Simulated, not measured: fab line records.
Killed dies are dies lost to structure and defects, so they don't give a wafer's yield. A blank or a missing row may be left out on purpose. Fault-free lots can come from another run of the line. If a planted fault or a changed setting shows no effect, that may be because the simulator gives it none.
A struck lot beside a sound one    flow nand harc    14 out of 1302 route steps
Sound: the wafers L214.2, L214.4, L214.6. The struck wafers were L207.1, L207.2, L207.3. At the end, the cause is stated.
Per side, at each step with rows, come the tool, then ch with its chambers, and then its first start. Under that, the readings that differ: sound wafers    struck wafers    difference of the means    sigmas: that difference in standard deviations of wafers without a fault.
alike: words and numbers the same on both sides, and readings whose means are apart by under 2 such deviations; not compared: readings that were withheld, readings missing a value for some wafer, numbers with overlapping values and no deviation given by the record, and bounds like >300 which may hide the same value.
The two part at a step that has a row with sigmas, a row that says differs or no value, or rows on one side only. When numbers do not overlap yet have no deviation, they are printed without sigmas and do not part them. Lack of a reading on every wafer of one side parts them only where that side has two or more wafers.

first, 7 steps without rows for these wafers: NHARC_A_CONTACT_COAT_35 (time 65 s); NHARC_A_CONTACT_COAT_36 (resist thk 90 nm); NHARC_A_CONTACT_SOFTBAKE_37 (time 55 s); NHARC_A_CONTACT_EBR_38; NHARC_A_CONTACT_EXPOSE_39 (exposes mask A CC 3); NHARC_A_CONTACT_PEB_40 (peb time 65 s); NHARC_A_CONTACT_DEVELOP_41 (develop time 35 s).
NHARC_A_CONTACT_CD_MEAS_42: target cd 300 nm.
  sound on cd sem-02 ch 0, day 29 06:28; struck on cd sem-01 ch 0, day 26 06:59
  alike: cd nm
NHARC_A_CONTACT_OVL_MEAS_43:
  sound on overlay-02, day 29 06:33; struck on overlay-02, day 26 07:05
  alike: overlay x nm, overlay y nm
NHARC_A_CONTACT_INSPECT_44:
  sound on defect inspect-02, day 29 06:35; struck on defect inspect-01, day 26 07:07
  alike: raw defect count
NHARC_A_CONTACT_DESCUM_47: chemistry O2, time 3 s.
  sound on rie diel-02 ch 1,3, day 29 06:38; struck on rie diel-11 ch 0,1,3, day 26 07:11
reading                          sound           struck          difference  sigmas
showerhead plenum p Torr (Torr)  1.93 1.80 1.80  2.07 1.96 2.07  +0.19       +3
  alike: drypump motor current A, oes product au, rf vpp V, throttle valve pct
  not compared: rf hours counter h
NHARC_A_CONTACT_ETCH_48: etches the open film in CF4, target depth 39 nm, time 65 s.
  sound on rie diel-02 ch 0,1, day 29 06:44; struck on rie diel-11 ch 0,2,3, day 26 07:16
  alike: drypump motor current A, oes product au, rf vpp V, showerhead plenum p Torr, throttle valve pct
  not compared: rf hours counter h
NHARC_A_CONTACT_ETCH_49: etches the open film in N2/H2, target depth 260 nm, time 475.3 s.
  sound on rie diel-02 ch 2,3, day 29 07:07; struck on rie diel-11 ch 1,2,3, day 26 07:23
reading                 sound                 struck                difference  sigmas
h2 flow sccm (sccm)     149.9 149.5 150.0     120.7 120.8 120.1     -29.3       -62
rf vpp V (V)            428.1 431.0 428.8     434.7 435.8 432.7     +5.1        +2
throttle valve pct (%)  14.172 14.165 14.173  13.655 13.663 13.652  -0.513      -58
  alike: drypump motor current A, oes product au, showerhead plenum p Torr
  not compared: rf hours counter h
NHARC_A_CONTACT_ETCH_50: etches the open film in CF4/CHF3, target depth 121 nm, time 60.5 s.
  sound on rie diel-02 ch 0,2,3; struck on rie diel-11 ch 1,2,3
  alike: drypump motor current A, oes product au, rf vpp V, showerhead plenum p Torr, throttle valve pct
  not compared: rf hours counter h

WHERE THEY PART
At NHARC_A_CONTACT_DESCUM_47 first; at NHARC_A_CONTACT_ETCH_49 last (within this record only). Later steps at which nothing parts them and some readings are alike: NHARC_A_CONTACT_ETCH_50.

WHY: the cause the simulator had injected
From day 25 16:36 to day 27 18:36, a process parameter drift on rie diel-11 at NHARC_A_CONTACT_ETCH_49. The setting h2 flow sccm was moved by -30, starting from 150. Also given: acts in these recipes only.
